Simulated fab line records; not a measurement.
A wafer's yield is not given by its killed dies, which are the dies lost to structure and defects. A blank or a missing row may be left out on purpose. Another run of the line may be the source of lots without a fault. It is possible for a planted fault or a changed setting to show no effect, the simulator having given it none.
fab line records	flow n5_finfet
record lots=24	wafers=72	last_day=17
route steps=1938 shown BEOL_M6@1239 BEOL_M7@1301
lots that met no fault: from a run of the same line without faults
start_h: the number of hours between the record's first day and the start of the first shown wafer of the lot	wait_h: how many hours have passed since the lot's step before this one	" identical to the entry in the row above	L1.1+2: a row that stands for several wafers	- no value, or no start given	* or withheld: withheld	< > ~ a bound
route shown NAME@n: a module of which the file shows steps, and the number in the route of the first	usual: mean/standard deviation of fault-free wafers	same: alike in all rows	chamber/n: place in a boat	sites: per-site readings	_std_site: the standard deviation of these	_edge_site: outer sites' mean less inner sites'	radius_mm: for every site, how far away it sits from the centre of the wafer	mask NAME#n: copy n	behind: the last tool/chamber to shape the wafer	hold: cause of the lot's hold/its duration in hours/its outcome	device: which transistor (n, p or np) failed to switch	end of line: the same wafers' tests at the end of the route	step lacking rows: just its recipe	killed: the dies lost at the first sort to structure and to defects; this is not the yield of the wafer	map: a wafer's dies, marking killed ones x, the rest . and places with no die _
set.NAME: the run value of the setting; set.NAME@STEP: its run value at that earlier step	model.NAME: the simulator's own value behind a step, which no gauge read
a sample of lots followed through the steps of the route, with each step as a table and each wafer as a row
services: a tool's chamber out of use, with start hour (start_h, from the record's first day; less than 0 if before it), hours out, and reason
## steps
# step N5_BEOL_M6_TRENCH_ETCH_37
# recipe chemistry=C4F6/O2	target_depth_a=944.35	target=SiCOH_lowk	time_s=31.5	ion_energy_ev=250	pressure_mtorr=30	source_w=345	bias_w=185	Ar_flow_sccm=300	C4F6_flow_sccm=10	O2_flow_sccm=10
# usual C4F6_flow_sccm=10.001/0.03	drypump_motor_current_A=5.6/0.58	oes_product_au=0.82/0.081	rf_vpp_V=663/6.1	showerhead_plenum_p_Torr=2.86/0.084	throttle_valve_pct=20.87/0.16
# same time_s=31.5
lot.wafer	tool	chamber	start_h	wait_h	C4F6_flow_sccm	drypump_motor_current_A	oes_product_au	rf_hours_counter_h	rf_vpp_V	showerhead_plenum_p_Torr	throttle_valve_pct
L075.1	rie_diel-06	2	-	-	10.001	6.1	0.85	43	662	2.79	20.88
L075.4	"	2	"	"	9.966	6.1	0.85	-	665	2.79	20.87
L075.5	"	0	"	"	9.970	5.9	0.72	-	661	2.82	20.91
L074.1	rie_diel-06	2	-	-	9.997	6.0	0.86	45	664	2.79	20.86
L074.3	"	3	"	"	10.034	5.0	0.70	227	657	2.81	21.06
L074.6	"	2	"	"	10.017	6.0	0.85	-	663	2.79	20.89
L076.2	rie_diel-06	2	-	-	9.975	6.1	0.84	48	663	2.79	20.89
L076.3	"	1	"	"	9.998	5.3	0.89	17	668	2.90	20.89
L076.6	"	2	"	"	9.989	6.1	0.85	-	663	2.79	20.88
L077.3	rie_diel-02	2	-	-	10.050	4.9	0.79	112	660	2.85	21.06
L077.4	"	2	"	"	10.037	4.9	0.78	-	659	2.85	21.05
L077.6	"	1	"	"	10.024	6.7	0.93	-	655	2.77	20.71
L078.1	rie_diel-04	2	-	-	9.947	5.2	0.89	52	665	2.90	20.71
L078.3	"	3	"	"	9.994	5.5	0.78	121	671	2.87	20.97
L078.5	"	1	"	"	9.967	5.5	0.71	-	657	2.81	21.01
L079.1	rie_diel-02	1	-	-	10.016	6.7	0.90	41	654	2.77	20.70
L079.5	"	2	"	"	10.012	4.9	0.78	-	660	2.85	21.08
L079.6	"	3	"	"	10.008	5.9	0.88	-	673	3.00	20.66
L080.1	rie_diel-02	2	-	-	9.941	5.0	0.78	121	659	2.85	21.08
L080.4	"	0	"	"	9.968	5.0	0.91	14	666	3.03	20.86
L080.6	"	2	"	"	10.011	5.0	0.77	-	660	2.85	21.09
L081.4	rie_diel-04	0	-	-	10.021	6.3	0.82	76	674	2.89	20.51
L081.5	"	1	"	"	10.014	5.4	0.70	-	659	2.80	21.00
L081.6	"	2	"	"	9.980	5.2	0.88	-	663	2.89	20.73
L082.2	rie_diel-06	1	-	-	9.983	5.3	0.87	31	664	2.90	20.90
L082.3	"	2	"	"	9.989	6.1	0.82	66	664	2.78	20.90
L082.6	"	3	"	"	10.024	5.0	0.69	-	658	2.80	21.10
L083.1	rie_diel-06	0	-	-	10.002	5.8	0.69	233	661	2.81	20.94
L083.2	"	1	"	"	10.008	5.3	0.87	36	666	2.89	20.94
L083.4	"	1	"	"	9.969	5.3	0.87	-	668	2.90	20.93
L086.2	rie_diel-04	2	-	-	9.966	5.2	0.86	71	665	2.89	20.73
L086.3	"	1	"	"	10.015	5.5	0.71	228	658	2.80	21.04
L086.5	"	2	"	"	9.990	5.2	0.87	-	664	2.89	20.73
L084.1	rie_diel-02	3	-	-	10.054	5.9	0.87	59	674	3.00	20.66
L084.2	"	1	"	"	9.992	6.7	0.89	42	654	2.77	20.71
L084.3	"	2	"	"	9.996	5.0	0.77	122	659	2.85	21.06
L085.2	rie_diel-02	0	-	-	10.004	5.0	0.90	16	666	3.03	20.85
L085.3	"	2	"	"	9.988	4.9	0.77	123	659	2.85	21.06
L085.4	"	3	"	"	9.962	5.9	0.86	59	675	3.00	20.68
L087.2	rie_diel-02	1	-	-	10.033	6.7	0.89	44	654	2.77	20.73
L087.3	"	3	"	"	10.014	5.9	0.86	61	672	2.99	20.66
L087.6	"	0	"	"	9.964	5.0	0.90	-	665	3.03	20.87
L089.3	rie_diel-02	3	-	-	10.017	5.9	0.85	67	672	2.99	20.67
L089.5	"	2	"	"	10.081	4.9	0.76	-	660	2.84	21.07
L089.6	"	1	"	"	10.012	6.7	0.87	-	654	2.77	20.71
L088.1	rie_diel-02	3	-	-	9.993	5.9	0.85	67	673	2.99	20.67
L088.3	"	0	"	"	9.951	5.0	0.90	24	665	3.03	20.88
L088.4	"	2	"	"	9.966	5.0	0.77	130	659	2.84	21.08
L091.2	rie_diel-02	3	-	-	9.964	5.9	0.86	70	673	2.99	20.66
L091.5	"	2	"	"	9.980	4.9	0.77	-	659	2.84	21.09
L091.6	"	1	"	"	10.003	6.7	0.89	-	653	2.77	20.73
L092.1	rie_diel-06	0	-	-	10.011	5.8	0.68	248	661	2.80	20.98
L092.4	"	3	"	"	9.971	5.0	0.98	9	658	2.80	20.72
L092.6	"	0	"	"	9.980	5.8	0.68	-	659	2.80	20.96
L090.2	rie_diel-06	0	-	-	10.052	5.8	0.68	249	662	2.80	20.98
L090.5	"	1	"	"	10.043	5.3	0.84	-	666	2.89	20.96
L090.6	"	2	"	"	9.998	6.1	0.80	-	664	2.77	20.94
L094.1	rie_diel-04	1	-	-	9.978	5.5	0.68	247	658	2.79	21.05
L094.2	"	0	"	"	9.954	6.3	0.77	109	674	2.88	20.56
L094.6	"	0	"	"	9.989	6.3	0.77	-	673	2.88	20.55
L093.3	rie_diel-06	0	-	-	9.961	5.8	0.98	3	660	2.80	20.65
L093.4	"	2	"	"	9.996	6.1	0.78	99	664	2.76	20.94
L093.6	"	2	"	"	9.946	6.1	0.78	-	663	2.76	20.94
L095.1	rie_diel-02	3	-	-	10.006	5.9	0.84	81	674	2.99	20.70
L095.2	"	1	"	"	9.947	6.7	0.86	64	652	2.76	20.76
L095.4	"	2	"	"	10.015	4.9	0.76	143	659	2.84	21.11
L096.2	rie_diel-06	1	-	-	9.988	5.3	0.82	63	666	2.88	20.98
L096.4	"	0	"	"	9.998	5.8	0.99	3	661	2.80	20.63
L096.5	"	1	"	"	9.975	5.3	0.82	-	664	2.88	20.95
L097.1	rie_diel-04	1	-	-	9.936	5.5	0.68	248	659	2.79	21.08
L097.2	"	0	"	"	10.007	6.2	0.77	110	673	2.88	20.55
L097.5	"	0	"	"	10.001	6.3	0.77	-	675	2.88	20.56
# step N5_BEOL_M6_DEGAS_44
# recipe ambient=vacuum	temp_c=250	time_s=60
# usual heater_power_w=338/40
# same time_s=60
lot.wafer	tool	chamber	start_h	wait_h	heater_power_w
L075.1	pvd_sputter-02	-	184.26	0.5	419
L075.4	"	-	"	"	284
L075.5	"	-	"	"	396
L074.1	pvd_sputter-03	-	188.02	0.7	298
L074.3	"	-	"	"	299
L074.6	"	-	"	"	344
L076.2	pvd_sputter-03	-	195.79	0.5	333
L076.3	"	-	"	"	346
L076.6	"	-	"	"	340
L077.3	pvd_sputter-03	-	199.99	0.4	357
L077.4	"	-	"	"	343
L077.6	"	-	"	"	339
L078.1	pvd_sputter-02	-	207.16	0.8	424
L078.3	"	-	"	"	310
L078.5	"	-	"	"	314
L079.1	pvd_sputter-01	-	220.54	0.3	361
L079.5	"	-	"	"	405
L079.6	"	-	"	"	373
L080.1	pvd_sputter-01	-	221.16	0.4	401
L080.4	"	-	"	"	371
L080.6	"	-	"	"	371
L081.4	pvd_sputter-03	-	237.46	0.1	334
L081.5	"	-	"	"	335
L081.6	"	-	"	"	352
L082.2	pvd_sputter-03	-	237.68	0.2	332
L082.3	"	-	"	"	345
L082.6	"	-	"	"	308
L083.1	pvd_sputter-03	-	248.44	0.6	296
L083.2	"	-	"	"	336
L083.4	"	-	"	"	297
L086.2	pvd_sputter-01	-	253.98	0.6	314
L086.3	"	-	"	"	345
L086.5	"	-	"	"	349
L084.1	pvd_sputter-01	-	254.06	0.7	371
L084.2	"	-	"	"	341
L084.3	"	-	"	"	315
L085.2	pvd_sputter-03	-	254.07	0.3	353
L085.3	"	-	"	"	337
L085.4	"	-	"	"	296
L087.2	pvd_sputter-03	-	261.02	0.5	336
L087.3	"	-	"	"	295
L087.6	"	-	"	"	301
L089.3	pvd_sputter-03	-	274.37	1.8	351
L089.5	"	-	"	"	333
L089.6	"	-	"	"	357
L088.1	pvd_sputter-03	-	274.81	1.9	348
L088.3	"	-	"	"	293
L088.4	"	-	"	"	330
L091.2	pvd_sputter-02	-	280.73	0.2	397
L091.5	"	-	"	"	279
L091.6	"	-	"	"	428
L092.1	pvd_sputter-02	-	287.70	0.4	399
L092.4	"	-	"	"	314
L092.6	"	-	"	"	317
L090.2	pvd_sputter-01	-	289.38	0.2	399
L090.5	"	-	"	"	315
L090.6	"	-	"	"	346
L094.1	pvd_sputter-02	-	315.99	0.3	277
L094.2	"	-	"	"	428
L094.6	"	-	"	"	311
L093.3	pvd_sputter-02	-	316.49	0.2	423
L093.4	"	-	"	"	278
L093.6	"	-	"	"	320
L095.1	pvd_sputter-01	-	316.53	0.3	388
L095.2	"	-	"	"	348
L095.4	"	-	"	"	361
L096.2	pvd_sputter-01	-	316.87	0.2	360
L096.4	"	-	"	"	345
L096.5	"	-	"	"	371
L097.1	pvd_sputter-03	-	318.00	0.3	298
L097.2	"	-	"	"	300
L097.5	"	-	"	"	299
# step N5_BEOL_M6_SPUTTER_48
# recipe material=Cu	target_thk_a=100	temp_c=-20	bias_v=60	power_w=26000	chamber_pressure_pa=0.13	time_s=1.667
# usual bias_v=60.0/0.64	throttle_valve_pct=30.1/0.45
# same time_s=1.667
lot.wafer	tool	chamber	start_h	wait_h	bias_v	throttle_valve_pct
L075.1	pvd_sputter-01	-	186.36	1.2	60.8	30.9
L075.4	"	-	"	"	59.3	30.1
L075.5	"	-	"	"	59.5	29.9
L074.1	pvd_sputter-03	-	188.91	0.2	61.3	29.6
L074.3	"	-	"	"	60.8	30.1
L074.6	"	-	"	"	60.9	29.9
L076.2	pvd_sputter-02	-	196.65	0.1	59.9	29.6
L076.3	"	-	"	"	60.5	30.1
L076.6	"	-	"	"	59.6	30.1
L077.3	pvd_sputter-02	-	202.07	1.2	59.9	30.0
L077.4	"	-	"	"	60.0	29.9
L077.6	"	-	"	"	59.9	30.6
L078.1	pvd_sputter-02	-	208.02	0.2	60.5	30.8
L078.3	"	-	"	"	61.0	30.4
L078.5	"	-	"	"	60.2	30.4
L079.1	pvd_sputter-01	-	221.28	0.1	60.1	29.4
L079.5	"	-	"	"	59.7	30.9
L079.6	"	-	"	"	59.6	29.7
L080.1	pvd_sputter-03	-	222.09	0.1	60.1	30.2
L080.4	"	-	"	"	60.3	30.0
L080.6	"	-	"	"	60.5	30.5
L081.4	pvd_sputter-01	-	238.67	0.1	59.1	29.6
L081.5	"	-	"	"	59.1	30.7
L081.6	"	-	"	"	59.6	29.6
L082.2	pvd_sputter-01	-	238.75	0.2	60.0	29.6
L082.3	"	-	"	"	59.8	29.8
L082.6	"	-	"	"	61.0	29.9
L083.1	pvd_sputter-02	-	249.62	0.2	60.8	30.7
L083.2	"	-	"	"	59.5	29.7
L083.4	"	-	"	"	60.5	29.6
L086.2	pvd_sputter-03	-	254.63	0.1	59.4	30.3
L086.3	"	-	"	"	60.8	29.6
L086.5	"	-	"	"	60.1	30.2
L085.2	pvd_sputter-01	-	254.84	0.1	60.0	29.9
L085.3	"	-	"	"	61.2	29.5
L085.4	"	-	"	"	59.7	30.7
L084.1	pvd_sputter-02	-	254.91	0.1	59.9	30.0
L084.2	"	-	"	"	60.5	29.6
L084.3	"	-	"	"	60.6	29.9
L087.2	pvd_sputter-02	-	261.67	0.1	60.3	30.0
L087.3	"	-	"	"	61.3	30.7
L087.6	"	-	"	"	60.8	30.3
L089.3	pvd_sputter-01	-	275.17	0.1	59.7	29.9
L089.5	"	-	"	"	60.2	31.0
L089.6	"	-	"	"	60.0	29.8
L088.1	pvd_sputter-02	-	275.56	0.3	59.3	29.9
L088.3	"	-	"	"	60.8	30.0
L088.4	"	-	"	"	59.4	30.5
L091.2	pvd_sputter-02	-	283.31	1.8	60.8	30.4
L091.5	"	-	"	"	60.1	29.4
L091.6	"	-	"	"	59.2	30.3
L092.1	pvd_sputter-01	-	288.54	0.2	59.6	30.1
L092.4	"	-	"	"	59.8	29.7
L092.6	"	-	"	"	60.6	30.2
L090.2	pvd_sputter-01	-	290.20	0.2	60.0	30.0
L090.5	"	-	"	"	59.5	30.9
L090.6	"	-	"	"	59.7	30.0
L094.1	pvd_sputter-02	-	316.57	0.1	60.6	29.5
L094.2	"	-	"	"	60.3	31.0
L094.6	"	-	"	"	60.3	30.2
L093.3	pvd_sputter-01	-	317.05	0.1	59.9	29.6
L093.4	"	-	"	"	59.7	30.9
L093.6	"	-	"	"	59.8	30.2
L095.1	pvd_sputter-03	-	317.36	0.2	59.1	30.5
L095.2	"	-	"	"	59.7	29.7
L095.4	"	-	"	"	60.8	30.8
L096.2	pvd_sputter-01	-	317.75	0.1	59.5	29.6
L096.4	"	-	"	"	60.6	30.8
L096.5	"	-	"	"	59.5	29.3
L097.1	pvd_sputter-03	-	318.56	0.1	59.8	30.0
L097.2	"	-	"	"	59.5	30.0
L097.5	"	-	"	"	59.6	30.6
# step N5_BEOL_M6_RS_MEAS_57
# recipe thk_meas_gauge=four-point-probe	reads=Cu_of_BEOL_M6_ECD_50+Co_of_BEOL_M6_CVD_78+TaN_of_BEOL_M6_ALD_77
# usual M6_RS=0.284/0.0066
lot.wafer	tool	chamber	start_h	wait_h	M6_RS[ohm/sq]
L075.1	film_metro-01	-	187.29	0.1	0.286
L075.4	"	-	"	"	0.286
L075.5	"	-	"	"	0.282
L074.1	film_metro-02	-	189.85	0.1	0.278
L074.3	"	-	"	"	0.288
L074.6	"	-	"	"	0.280
L076.2	film_metro-02	-	198.35	0.1	0.286
L076.3	"	-	"	"	0.289
L076.6	"	-	"	"	0.286
L077.3	film_metro-01	-	203.05	0.1	0.281
L077.4	"	-	"	"	0.285
L077.6	"	-	"	"	0.273
L078.1	film_metro-01	-	209.01	0.1	0.270
L078.3	"	-	"	"	0.279
L078.5	"	-	"	"	0.287
L079.1	film_metro-02	-	222.32	0.1	0.283
L079.5	"	-	"	"	0.285
L079.6	"	-	"	"	0.279
L080.1	film_metro-02	-	223.40	0.1	0.286
L080.4	"	-	"	"	0.286
L080.6	"	-	"	"	0.288
L081.4	film_metro-02	-	239.60	0.0	0.279
L081.5	"	-	"	"	0.293
L081.6	"	-	"	"	0.274
L082.2	film_metro-01	-	239.68	0.1	0.289
L082.3	"	-	"	"	0.289
L082.6	"	-	"	"	0.296
L083.1	film_metro-01	-	250.55	0.1	0.275
L083.2	"	-	"	"	0.277
L083.4	"	-	"	"	0.281
L086.2	film_metro-02	-	255.74	0.1	0.269
L086.3	"	-	"	"	0.283
L086.5	"	-	"	"	0.272
L085.2	film_metro-02	-	256.26	0.1	0.281
L085.3	"	-	"	"	0.288
L085.4	"	-	"	"	0.281
L084.1	film_metro-02	-	256.53	0.1	0.284
L084.2	"	-	"	"	0.282
L084.3	"	-	"	"	0.282
L087.2	film_metro-02	-	262.61	0.1	0.283
L087.3	"	-	"	"	0.281
L087.6	"	-	"	"	0.288
L089.3	film_metro-02	-	276.12	0.1	0.273
L089.5	"	-	"	"	0.287
L089.6	"	-	"	"	0.278
L088.1	film_metro-02	-	276.72	0.1	0.282
L088.3	"	-	"	"	0.285
L088.4	"	-	"	"	0.283
L091.2	film_metro-01	-	284.42	0.1	0.277
L091.5	"	-	"	"	0.280
L091.6	"	-	"	"	0.278
L092.1	film_metro-01	-	290.36	0.1	0.285
L092.4	"	-	"	"	0.270
L092.6	"	-	"	"	0.283
L090.2	film_metro-01	-	291.30	0.1	0.289
L090.5	"	-	"	"	0.292
L090.6	"	-	"	"	0.292
L094.1	film_metro-02	-	317.74	0.1	0.300
L094.2	"	-	"	"	0.282
L094.6	"	-	"	"	0.285
L093.3	film_metro-01	-	318.16	0.1	0.279
L093.4	"	-	"	"	0.288
L093.6	"	-	"	"	0.287
L095.1	film_metro-02	-	318.29	0.1	0.280
L095.2	"	-	"	"	0.289
L095.4	"	-	"	"	0.290
L096.2	film_metro-01	-	318.98	0.1	0.293
L096.4	"	-	"	"	0.279
L096.5	"	-	"	"	0.283
L097.1	film_metro-02	-	319.59	0.1	0.296
L097.2	"	-	"	"	0.278
L097.5	"	-	"	"	0.285
# step N5_BEOL_M6_INSPECT_58
# recipe inspect_instrument=darkfield	mode=post_dep
# usual raw_defect_count=68/22
lot.wafer	tool	chamber	start_h	wait_h	raw_defect_count
L075.1	defect_inspect-02	-	187.32	0.0	65
L075.4	"	-	"	"	107
L075.5	"	-	"	"	42
L074.1	defect_inspect-02	-	189.87	0.0	135
L074.3	"	-	"	"	109
L074.6	"	-	"	"	58
L076.2	defect_inspect-02	-	198.38	0.0	87
L076.3	"	-	"	"	69
L076.6	"	-	"	"	55
L077.3	defect_inspect-01	-	203.08	0.0	73
L077.4	"	-	"	"	57
L077.6	"	-	"	"	77
L078.1	defect_inspect-02	-	209.03	0.0	65
L078.3	"	-	"	"	67
L078.5	"	-	"	"	85
L079.1	defect_inspect-02	-	222.34	0.0	48
L079.5	"	-	"	"	64
L079.6	"	-	"	"	63
L080.1	defect_inspect-02	-	223.43	0.0	81
L080.4	"	-	"	"	61
L080.6	"	-	"	"	63
L081.4	defect_inspect-02	-	239.63	0.0	79
L081.5	"	-	"	"	62
L081.6	"	-	"	"	56
L082.2	defect_inspect-01	-	239.71	0.0	30
L082.3	"	-	"	"	88
L082.6	"	-	"	"	52
L083.1	defect_inspect-01	-	250.58	0.0	83
L083.2	"	-	"	"	78
L083.4	"	-	"	"	47
L086.2	defect_inspect-01	-	255.76	0.0	58
L086.3	"	-	"	"	47
L086.5	"	-	"	"	81
L085.2	defect_inspect-02	-	256.28	0.0	67
L085.3	"	-	"	"	76
L085.4	"	-	"	"	110
L084.1	defect_inspect-02	-	256.56	0.0	144
L084.2	"	-	"	"	85
L084.3	"	-	"	"	86
L087.2	defect_inspect-02	-	262.64	0.0	115
L087.3	"	-	"	"	45
L087.6	"	-	"	"	68
L089.3	defect_inspect-01	-	276.15	0.0	56
L089.5	"	-	"	"	69
L089.6	"	-	"	"	79
L088.1	defect_inspect-02	-	276.75	0.0	68
L088.3	"	-	"	"	103
L088.4	"	-	"	"	81
L091.2	defect_inspect-02	-	284.45	0.0	74
L091.5	"	-	"	"	88
L091.6	"	-	"	"	43
L092.1	defect_inspect-01	-	290.38	0.0	73
L092.4	"	-	"	"	45
L092.6	"	-	"	"	70
L090.2	defect_inspect-02	-	291.33	0.0	39
L090.5	"	-	"	"	73
L090.6	"	-	"	"	29
L094.1	defect_inspect-01	-	317.76	0.0	41
L094.2	"	-	"	"	66
L094.6	"	-	"	"	76
L093.3	defect_inspect-02	-	318.18	0.0	63
L093.4	"	-	"	"	91
L093.6	"	-	"	"	61
L095.1	defect_inspect-01	-	318.32	0.0	74
L095.2	"	-	"	"	75
L095.4	"	-	"	"	102
L096.2	defect_inspect-01	-	319.01	0.0	54
L096.4	"	-	"	"	44
L096.5	"	-	"	"	44
L097.1	defect_inspect-01	-	319.62	0.0	92
L097.2	"	-	"	"	84
L097.5	"	-	"	"	49
# step N5_BEOL_M7_ETCH_65
# recipe chemistry=CF4	target=SiARC	target_depth_a=156	mask_material=CAR-EUV	time_s=26	ion_energy_ev=80	pressure_mtorr=40	source_w=545	bias_w=36	Ar_flow_sccm=100	cf4_flow_sccm=100	ends=cleared
# usual drypump_motor_current_A=5.7/0.38	etch_rf_on_time_s=25.8/0.44	oes_product_au=0.68/0.065	rf_vpp_V=184.1/0.97	showerhead_plenum_p_Torr=2.14/0.041	throttle_valve_pct=15.6/0.3
lot.wafer	tool	chamber	start_h	wait_h	drypump_motor_current_A	etch_rf_on_time_s	oes_product_au	rf_hours_counter_h	rf_vpp_V	showerhead_plenum_p_Torr	throttle_valve_pct
L075.1	rie_diel-01	0	193.93	0.0	5.6	25.5	0.66	140	184.2	2.15	15.6
L075.4	"	3	"	"	5.1	24.7	0.88	1	183.7	2.19	15.2
L075.5	"	2	"	"	5.7	25.3	0.73	-	183.3	2.09	15.3
L074.1	rie_diel-05	2	194.39	0.0	5.0	25.1	0.77	29	184.7	2.18	15.0
L074.3	"	0	"	"	5.7	26.2	0.59	232	184.0	2.11	16.0
L074.6	"	2	"	"	5.0	25.2	0.77	-	183.7	2.18	15.0
L076.2	rie_diel-01	2	202.08	0.0	5.7	25.6	0.73	62	182.8	2.09	15.3
L076.3	"	3	"	"	5.2	25.3	0.86	4	186.4	2.19	15.2
L076.6	"	1	"	"	5.7	26.1	0.72	-	185.3	2.17	15.5
L077.3	rie_diel-05	2	207.55	0.0	5.0	24.8	0.77	33	185.1	2.18	15.0
L077.4	"	3	"	"	5.4	25.6	0.63	181	185.6	2.13	16.1
L077.6	"	0	"	"	5.7	25.8	0.59	-	183.9	2.11	16.0
L078.1	rie_diel-03	0	219.35	0.0	6.2	26.4	0.67	135	182.9	2.07	15.4
L078.3	"	3	"	"	6.2	26.0	0.75	47	183.8	2.17	15.4
L078.5	"	2	"	"	5.4	26.0	0.63	-	182.3	2.14	15.6
L079.1	rie_diel-05	3	225.26	0.0	5.4	25.8	0.63	185	182.9	2.13	16.1
L079.5	"	0	"	"	5.7	25.9	0.60	-	182.9	2.11	16.0
L079.6	"	3	"	"	5.4	25.8	0.63	-	184.8	2.13	16.1
L080.1	rie_diel-03	0	226.30	0.0	6.2	25.9	0.67	137	183.9	2.07	15.4
L080.4	"	2	"	"	5.5	25.4	0.64	159	185.1	2.14	15.6
L080.6	"	2	"	"	5.4	25.5	0.64	-	184.2	2.14	15.6
L081.4	rie_diel-05	1	247.26	0.0	6.2	26.1	0.67	117	184.1	2.16	15.9
L081.5	"	3	"	"	5.4	25.9	0.63	-	182.9	2.13	16.2
L081.6	"	0	"	"	5.7	25.9	0.59	-	185.0	2.11	16.0
L082.2	rie_diel-01	2	247.36	0.0	5.7	26.2	0.70	75	183.1	2.08	15.3
L082.3	"	3	"	"	5.2	25.5	0.81	16	183.9	2.18	15.3
L082.6	"	1	"	"	5.7	26.2	0.70	-	182.8	2.16	15.6
L083.1	rie_diel-03	0	255.24	0.0	6.2	26.3	0.66	145	183.7	2.06	15.4
L083.2	"	1	"	"	6.1	26.1	0.62	174	186.1	2.22	15.6
L083.4	"	3	"	"	6.2	25.8	0.74	-	185.7	2.17	15.4
L086.2	rie_diel-01	2	259.58	0.0	5.7	25.8	0.70	80	183.7	2.08	15.4
L086.3	"	3	"	"	5.2	25.5	0.80	21	184.8	2.18	15.3
L086.5	"	2	"	"	5.7	25.7	0.71	-	183.0	2.08	15.4
L085.2	rie_diel-05	1	260.44	0.0	6.2	25.7	0.68	119	184.9	2.16	15.9
L085.3	"	0	"	"	5.7	25.7	0.59	249	181.5	2.11	16.0
L085.4	"	3	"	"	5.4	25.9	0.62	194	185.7	2.13	16.2
L084.1	rie_diel-01	1	260.45	0.0	5.7	26.1	0.69	102	184.6	2.16	15.6
L084.2	"	2	"	"	5.7	26.1	0.69	80	183.8	2.08	15.3
L084.3	"	0	"	"	5.6	25.9	0.64	161	183.9	2.14	15.6
L087.2	rie_diel-01	3	268.36	0.0	5.2	25.2	0.81	23	185.0	2.18	15.3
L087.3	"	2	"	"	5.7	25.7	0.70	83	184.5	2.08	15.4
L087.6	"	0	"	"	5.6	25.7	0.64	-	184.3	2.14	15.6
L089.3	rie_diel-03	1	281.42	0.0	6.2	26.3	0.61	188	186.6	2.22	15.7
L089.5	"	1	"	"	6.1	26.5	0.61	-	184.9	2.22	15.7
L089.6	"	0	"	"	6.2	26.4	0.65	-	183.2	2.06	15.4
L088.1	rie_diel-01	3	284.81	0.0	5.1	25.5	0.78	32	184.3	2.18	15.3
L088.3	"	0	"	"	5.6	25.9	0.63	171	184.2	2.13	15.7
L088.4	"	2	"	"	5.7	26.0	0.68	90	183.9	2.08	15.4
L091.2	rie_diel-01	3	288.13	0.0	5.1	25.3	0.79	33	184.0	2.18	15.3
L091.5	"	1	"	"	5.7	26.2	0.68	-	186.1	2.16	15.6
L091.6	"	0	"	"	5.6	25.7	0.63	-	183.6	2.13	15.6
L092.1	rie_diel-01	3	293.85	0.0	5.2	25.1	0.78	36	185.5	2.18	15.3
L092.4	"	2	"	"	5.7	25.9	0.68	94	183.5	2.08	15.4
L092.6	"	0	"	"	5.6	25.6	0.63	-	183.8	2.13	15.7
L090.2	rie_diel-03	1	295.39	0.0	6.1	26.4	0.61	195	185.0	2.22	15.7
L090.5	"	1	"	"	6.2	26.8	0.61	-	186.1	2.22	15.7
L090.6	"	2	"	"	5.5	25.8	0.62	-	183.0	2.14	15.6
L094.1	rie_diel-05	2	321.71	0.0	5.0	24.7	0.74	55	184.0	2.17	15.1
L094.2	"	3	"	"	5.4	25.5	0.63	202	183.2	2.13	16.2
L094.6	"	2	"	"	5.0	25.1	0.73	-	183.4	2.17	15.1
L093.3	rie_diel-05	1	322.15	0.0	6.2	26.6	0.66	127	183.7	2.15	15.9
L093.4	"	3	"	"	5.4	26.1	0.61	203	182.4	2.13	16.1
L093.6	"	3	"	"	5.4	26.3	0.61	-	183.4	2.13	16.2
L097.1	rie_diel-01	3	324.60	0.0	5.1	25.5	0.76	46	184.5	2.17	15.3
L097.2	"	2	"	"	5.7	26.0	0.67	105	182.4	2.08	15.4
L097.5	"	3	"	"	5.1	25.5	0.76	-	182.8	2.17	15.3
L095.1	rie_diel-05	1	324.86	0.0	6.2	26.4	0.65	128	182.9	2.15	15.9
L095.2	"	2	"	"	5.0	25.4	0.72	56	183.0	2.17	15.1
L095.4	"	3	"	"	5.4	26.0	0.62	203	185.1	2.13	16.2
L096.2	rie_diel-03	1	325.01	0.0	6.1	26.7	0.60	206	185.1	2.21	15.7
L096.4	"	2	"	"	5.4	26.1	0.61	183	182.6	2.13	15.6
L096.5	"	3	"	"	6.2	25.8	0.70	-	185.1	2.16	15.5
## services
tool	chamber	start_h	hours	kind
rie_diel-02	0	162.16	-	clean
rie_diel-02	0	162.16	-	consumable_replace:focus_ring
rie_diel-02	0	162.16	-	consumable_replace:showerhead
rie_diel-02	0	162.16	13.7	scheduled_down
rie_diel-02	0	162.16	13.7	vent_cycle
pvd_sputter-01	-	164.86	1.5	repair
rie_diel-06	1	175.24	16.7	repair
rie_diel-01	3	177.08	-	clean
rie_diel-01	3	177.08	-	consumable_replace:focus_ring
rie_diel-01	3	177.08	12.5	scheduled_down
rie_diel-01	3	177.08	12.5	vent_cycle
pvd_sputter-02	-	187.05	3.7	repair
rie_diel-02	3	196.56	2.4	repair
rie_diel-02	-	217.41	0.9	repair
rie_diel-02	-	221.67	28.1	pm
rie_diel-01	-	232.90	2.8	pm
rie_diel-06	3	240.20	-	clean
rie_diel-06	3	240.20	-	consumable_replace:focus_ring
rie_diel-03	2	248.66	32.5	repair
rie_diel-05	-	255.94	4.4	repair
rie_diel-03	3	261.12	1.6	repair
rie_diel-05	-	265.35	34.4	repair
rie_diel-04	1	283.96	9.8	repair
rie_diel-04	2	306.92	9.3	repair
## key
fault none
